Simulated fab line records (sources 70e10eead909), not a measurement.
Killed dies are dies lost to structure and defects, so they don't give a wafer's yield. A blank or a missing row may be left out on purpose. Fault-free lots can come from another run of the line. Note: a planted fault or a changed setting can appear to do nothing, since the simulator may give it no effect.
Which tool is to blame? -- flow nandHarc -- 18 wafers from 6 lots sampled at 5 of the route's 1302 steps

WHAT THE GAUGES READ, wafer by wafer
NHARC_END_SORT_01.
lot,measured,on,killedAtArray
L656,day 29 14:11,prober-02,123 109 127

WHAT TOOL EACH LOT RAN ON (gives the tool, then ch and the chambers of the sampled wafers, and finally the start)
lot,NHARC_A_CONTACT_ETCH_124,NHARC_THIN_TSV_DEP_43,NHARC_THIN_TSV_DESCUM_14,NHARC_THIN_TSV_ETCH_59
L646,"harCapEtch-01 ch 0,1, day 22 18:49","pecvd-02 ch 1,2, day 24 12:31","rieDiel-04 ch 1,2, day 24 13:31","rieMetal-02 ch 0,1, day 24 19:32"
L650,"harCapEtch-01 ch 0,1, day 24 05:01","pecvd-01 ch 0,1,2, day 26 01:08","rieDiel-04 ch 0,2,3, day 26 02:07","rieMetal-01 ch 0,1, day 26 08:11"
L652,"harCapEtch-03 ch 0,1, day 25 22:56","pecvd-02 ch 0,2, day 27 17:23","rieDiel-09 ch 0,3, day 27 18:23","rieMetal-02 ch 0,1, day 28 00:28"
L656,"harCapEtch-03 ch 0,1, day 27 05:02","pecvd-01 ch 0,1,2, day 28 20:55","rieDiel-04 ch 0,1,3, day 28 21:55","rieMetal-01 ch 0, day 29 03:49"
L665,"harCapEtch-03 ch 0,1, day 30 12:52","pecvd-02 ch 0,1, day 32 10:43","rieDiel-12 ch 1,2,3, day 32 11:39","rieMetal-01 ch 0, day 32 17:41"
L666,"harCapEtch-03 ch 0, day 31 04:22","pecvd-02 ch 1,2, day 32 21:53","rieDiel-12 ch 0,1,3, day 32 22:45","rieMetal-01 ch 0,1, day 33 04:50"
- NHARC_A_CONTACT_ETCH_124: etches the open film in C4F8/O2/Ar, time 140 s, target depth 700 nm.
- NHARC_THIN_TSV_DEP_43: deposits SiO2, target thk 1328.5 nm.
- NHARC_THIN_TSV_DESCUM_14: chemistry O2, time 3 s.
- NHARC_THIN_TSV_ETCH_59: etches the open film in Cl2/BCl3, target depth 880 nm, time 138.1 s.

THE ANSWER, worked out from the rows above alone
Rule: what is usual is taken from the lots themselves. Put in order of their means at a reading, lots are off if they are a third of the lots or fewer, leave a main group of 4 or more, and stand apart from it by a gap of 3 or more times the standard deviation of the main group's means; of several such gaps the widest counts. A main group whose means are all the same, to the digits that the tables above print for the reading, isn't used. A lot without any number at a reading at which 4 lots or more have one is off too. The other lots that the step has rows for count as sound.
Nothing can be told from this: no lot is off at any reading shown.

WHAT WAS PUT IN BY THE SIMULATOR
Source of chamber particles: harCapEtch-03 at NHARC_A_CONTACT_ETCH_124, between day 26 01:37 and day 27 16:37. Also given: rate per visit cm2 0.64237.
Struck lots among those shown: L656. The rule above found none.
